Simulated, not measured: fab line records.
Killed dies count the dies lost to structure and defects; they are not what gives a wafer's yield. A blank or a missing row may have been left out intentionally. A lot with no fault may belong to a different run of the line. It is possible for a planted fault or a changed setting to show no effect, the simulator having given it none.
Lot-split experiment :: flow n5_finfet :: route with 1938 steps; 7 lots, 21 wafers read

== ON THE SPLIT ==
At N5_BEOL_M2_VIA_ETCH_34 (etches the open film in C4F6/O2, target depth 69.4 nm, time 65.9 s), the setting time_s was moved away from the recipe's 65.9 s on 5 of the 21 wafers read, by -13.2% to +6.2%. For the rest of the wafers, this setting stayed at what the recipe calls for.

The reading comes from the split's own step.

== THE READING ==
SOC_of_BEOL_M2_COAT_67.thk_nm (the simulator's own value, which no gauge read), in nm, at N5_BEOL_M2_VIA_ETCH_34 (etches the open film in C4F6/O2, target depth 69.4 nm, time 65.9 s). The file does not state a usual value for it. The 16 wafers here that ran the recipe average 51.7 nm, standard deviation 0.16 nm.

wafer: L075.3
tool, chamber at the split: rie_diel-04, 1
time_s as run, s: 65.9
against the recipe: recipe
SOC_of_BEOL_M2_COAT_67.thk_nm, nm: 51.6
against lot-mates on the recipe: -

wafer: L075.5
tool, chamber at the split: rie_diel-04, 0
time_s as run, s: 65.9
against the recipe: recipe
SOC_of_BEOL_M2_COAT_67.thk_nm, nm: 51.8
against lot-mates on the recipe: -

wafer: L075.6
tool, chamber at the split: rie_diel-04, 3
time_s as run, s: 65.9
against the recipe: recipe
SOC_of_BEOL_M2_COAT_67.thk_nm, nm: 51.8
against lot-mates on the recipe: -

wafer: L085.1
tool, chamber at the split: rie_diel-04, 0
time_s as run, s: 69.97
against the recipe: +6.2%
SOC_of_BEOL_M2_COAT_67.thk_nm, nm: 51
against lot-mates on the recipe: -0.8

wafer: L085.5
tool, chamber at the split: rie_diel-04, 1
time_s as run, s: 65.9
against the recipe: recipe
SOC_of_BEOL_M2_COAT_67.thk_nm, nm: 51.8
against lot-mates on the recipe: -

wafer: L085.6
tool, chamber at the split: rie_diel-04, 2
time_s as run, s: 65.9
against the recipe: recipe
SOC_of_BEOL_M2_COAT_67.thk_nm, nm: 51.8
against lot-mates on the recipe: -

wafer: L088.2
tool, chamber at the split: rie_diel-04, 1
time_s as run, s: 57.21
against the recipe: -13.2%
SOC_of_BEOL_M2_COAT_67.thk_nm, nm: 53
against lot-mates on the recipe: no lot-mate on the recipe

wafer: L088.4
tool, chamber at the split: rie_diel-04, 0
time_s as run, s: 57.21
against the recipe: -13.2%
SOC_of_BEOL_M2_COAT_67.thk_nm, nm: 53
against lot-mates on the recipe: no lot-mate on the recipe

wafer: L088.6
tool, chamber at the split: rie_diel-04, 3
time_s as run, s: 57.21
against the recipe: -13.2%
SOC_of_BEOL_M2_COAT_67.thk_nm, nm: 52.8
against lot-mates on the recipe: no lot-mate on the recipe

wafer: L089.1
tool, chamber at the split: rie_diel-04, 2
time_s as run, s: 65.9
against the recipe: recipe
SOC_of_BEOL_M2_COAT_67.thk_nm, nm: 51.8
against lot-mates on the recipe: -

wafer: L089.4
tool, chamber at the split: rie_diel-04, 0
time_s as run, s: 65.9
against the recipe: recipe
SOC_of_BEOL_M2_COAT_67.thk_nm, nm: 51.6
against lot-mates on the recipe: -

wafer: L089.6
tool, chamber at the split: rie_diel-04, 0
time_s as run, s: 65.9
against the recipe: recipe
SOC_of_BEOL_M2_COAT_67.thk_nm, nm: 51.8
against lot-mates on the recipe: -

wafer: L093.1
tool, chamber at the split: rie_diel-05, 0
time_s as run, s: 58.78
against the recipe: -10.8%
SOC_of_BEOL_M2_COAT_67.thk_nm, nm: 52.8
against lot-mates on the recipe: +0.9

wafer: L093.3
tool, chamber at the split: rie_diel-05, 2
time_s as run, s: 65.9
against the recipe: recipe
SOC_of_BEOL_M2_COAT_67.thk_nm, nm: 51.8
against lot-mates on the recipe: -

wafer: L093.6
tool, chamber at the split: rie_diel-05, 2
time_s as run, s: 65.9
against the recipe: recipe
SOC_of_BEOL_M2_COAT_67.thk_nm, nm: 52
against lot-mates on the recipe: -

wafer: L096.2
tool, chamber at the split: rie_diel-01, 0
time_s as run, s: 65.9
against the recipe: recipe
SOC_of_BEOL_M2_COAT_67.thk_nm, nm: 51.8
against lot-mates on the recipe: -

wafer: L096.3
tool, chamber at the split: rie_diel-01, 2
time_s as run, s: 65.9
against the recipe: recipe
SOC_of_BEOL_M2_COAT_67.thk_nm, nm: 51.8
against lot-mates on the recipe: -

wafer: L096.6
tool, chamber at the split: rie_diel-01, 3
time_s as run, s: 65.9
against the recipe: recipe
SOC_of_BEOL_M2_COAT_67.thk_nm, nm: 51.6
against lot-mates on the recipe: -

wafer: L095.2
tool, chamber at the split: rie_diel-04, 1
time_s as run, s: 65.9
against the recipe: recipe
SOC_of_BEOL_M2_COAT_67.thk_nm, nm: 51.4
against lot-mates on the recipe: -

wafer: L095.5
tool, chamber at the split: rie_diel-04, 0
time_s as run, s: 65.9
against the recipe: recipe
SOC_of_BEOL_M2_COAT_67.thk_nm, nm: 51.6
against lot-mates on the recipe: -

wafer: L095.6
tool, chamber at the split: rie_diel-04, 1
time_s as run, s: 65.9
against the recipe: recipe
SOC_of_BEOL_M2_COAT_67.thk_nm, nm: 51.4
against lot-mates on the recipe: -

THE FIT
A straight line over all 21 wafers: SOC_of_BEOL_M2_COAT_67.thk_nm changes by -0.0959 nm for each +1% of time_s; r = -0.96; the points scatter about the line by 0.15 nm.
The same after taking each lot's own level away (the mean of its wafers on the recipe; 18 wafers): -0.0953 nm for each +1%; r = -0.94; scatter 0.11 nm.
On that fit, the largest move of time_s shifts the reading by 1.3 nm.
Across the lots, their own levels run from 51.47 to 51.90 nm, a range of 2.7 times the standard deviation given above.
Hence the lot-to-lot level has little effect on the slope; both slopes agree.
Check: for one of the wafers moved furthest among these (-10.8%), held out of the fit, the line's prediction against its lot-mates is +1.4 nm. It came out at +0.9 nm against them.

== ADDITIONAL SPLITS CARRIED BY THESE WAFERS ==
These wafers also went through other splits before the reading. Each is held against what the fit with the lots' levels taken away leaves over:
other split on the same wafers: N5_BEOL_M1_HM_DEP_02 target_thk_a
wafers away from the commonest value: 9
r with SOC_of_BEOL_M2_COAT_67.thk_nm (lot level and that fit taken away): +0.20

other split on the same wafers: N5_BEOL_M1_COAT_61 spin_rpm
wafers away from the commonest value: 7
r with SOC_of_BEOL_M2_COAT_67.thk_nm (lot level and that fit taken away): +0.23

other split on the same wafers: N5_BEOL_M1_ALD_98 ald_cycles
wafers away from the commonest value: 2
r with SOC_of_BEOL_M2_COAT_67.thk_nm (lot level and that fit taken away): +0.49

other split on the same wafers: N5_BEOL_M1_TRENCH_ETCH_37 time_s
wafers away from the commonest value: 9
r with SOC_of_BEOL_M2_COAT_67.thk_nm (lot level and that fit taken away): -0.03

== THE WHOLE CHAIN: every reading that the file lists as answering this split, in the file's order ==
step: N5_BEOL_M2_VIA_ETCH_34
what it does: etches the open film in C4F6/O2, target depth 69.4 nm, time 65.9 s
reading: etch.depth_nm (the simulator's own value, which no gauge read)
change (the file's fit): +0.647 nm for each +1% of the setting
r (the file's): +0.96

step: N5_BEOL_M2_VIA_ETCH_34
what it does: etches the open film in C4F6/O2, target depth 69.4 nm, time 65.9 s
reading: SOC_of_BEOL_M2_COAT_67.thk_nm (the simulator's own value, which no gauge read)
change (the file's fit): -0.0947 nm for each +1% of the setting
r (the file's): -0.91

== FILE'S OWN FIT ==
SOC_of_BEOL_M2_COAT_67.thk_nm changes by -0.0947 nm for each +1% of time_s, r = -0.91.
